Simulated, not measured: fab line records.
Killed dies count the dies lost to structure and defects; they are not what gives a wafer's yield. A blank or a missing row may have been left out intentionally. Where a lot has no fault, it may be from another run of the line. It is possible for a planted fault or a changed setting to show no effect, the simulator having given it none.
Matching of chambers -- flow nand_harc -- NHARC_P_M2_DESCUM_14 on rie_diel-12: 4 sister chambers
The step chemistry O2, time 3 s. 24 wafers are shown with their chamber, then 12 later ones without.

== EACH WAFER AND ITS CHAMBER ==
wafer,chamber,drypump_motor_current_A (A),o2_flow_sccm (sccm),throttle_valve_pct (%)
L074.1,1,5.6,200.9,11.308
L074.5,0,5.3,199.6,11.327
L074.6,3,5.2,199.8,11.322
L075.4,0,5.3,200.5,11.297
L075.5,1,5.6,200.5,11.310
L075.6,3,5.2,200.1,11.314
L076.1,0,5.3,200.6,11.317
L076.3,1,5.7,200.8,11.315
L076.4,3,5.2,199.6,11.308
L078.1,2,5.5,200.0,11.293
L078.4,1,5.6,199.0,11.290
L078.5,3,5.2,200.2,11.330
L083.1,2,5.6,199.1,11.294
L083.3,3,5.2,200.6,11.301
L083.4,0,5.3,200.3,11.303
L084.1,1,5.7,199.3,11.304
L084.2,0,5.3,199.8,11.309
L084.3,3,5.2,200.5,11.307
L085.3,2,5.6,198.8,11.308
L085.5,0,5.3,200.4,11.312
L085.6,1,5.7,199.2,11.313
L086.2,3,5.2,200.1,11.301
L086.5,2,5.6,200.1,11.325
L086.6,1,5.7,199.5,11.297

SIGNATURES (means of the wafers above)
reading,chamber 0,chamber 1,chamber 2,chamber 3,scatter within a chamber
drypump_motor_current_A,5.300,5.657,5.575,5.200,0.0351
o2_flow_sccm,200.200,199.886,199.500,200.129,0.584
throttle_valve_pct,11.31083,11.30529,11.30500,11.31186,0.011
Rule: a wafer lies at a distance from a chamber equal to the root of the sum of squares, over the readings, of (its reading less the chamber's mean, divided by the reading's scatter). The wafer belongs to the nearest chamber; if the next one is less than 2 further off, it can't be placed. The scatter: the root of (the sum of the squares of (reading less its chamber's mean) over the shown wafers, divided by (wafers less chambers)).

== WAFERS WITH NO CHAMBER GIVEN ==
wafer,drypump_motor_current_A (A),o2_flow_sccm (sccm),throttle_valve_pct (%)
L089.1,5.3,200.4,11.305
L089.2,5.7,199.5,11.310
L089.4,5.3,200.9,11.306
L090.1,5.3,200.3,11.308
L090.2,5.6,200.4,11.304
L090.4,5.6,199.9,11.309
L091.2,5.3,200.5,11.307
L091.3,5.6,199.7,11.302
L091.4,5.7,199.6,11.307
L095.1,5.3,200.6,11.309
L095.3,5.7,201.1,11.317
L095.4,5.6,199.8,11.314

== WHICH CHAMBER EACH WENT THROUGH ==
wafer,from the rows above,in truth
L089.1,0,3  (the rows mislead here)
L089.2,1,1
L089.4,can't be placed: 0 or 3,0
L090.1,0,0
L090.2,can't be placed: 2 or 1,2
L090.4,can't be placed: 2 or 1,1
L091.2,0,0
L091.3,can't be placed: 2 or 1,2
L091.4,1,1
L095.1,0,0
L095.3,can't be placed: 1 or 2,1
L095.4,can't be placed: 2 or 1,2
Correctly placed: 5 of 12. Can't be placed from these rows: 6 (the true chamber is among the candidates in 6). Placed wrongly: 1.
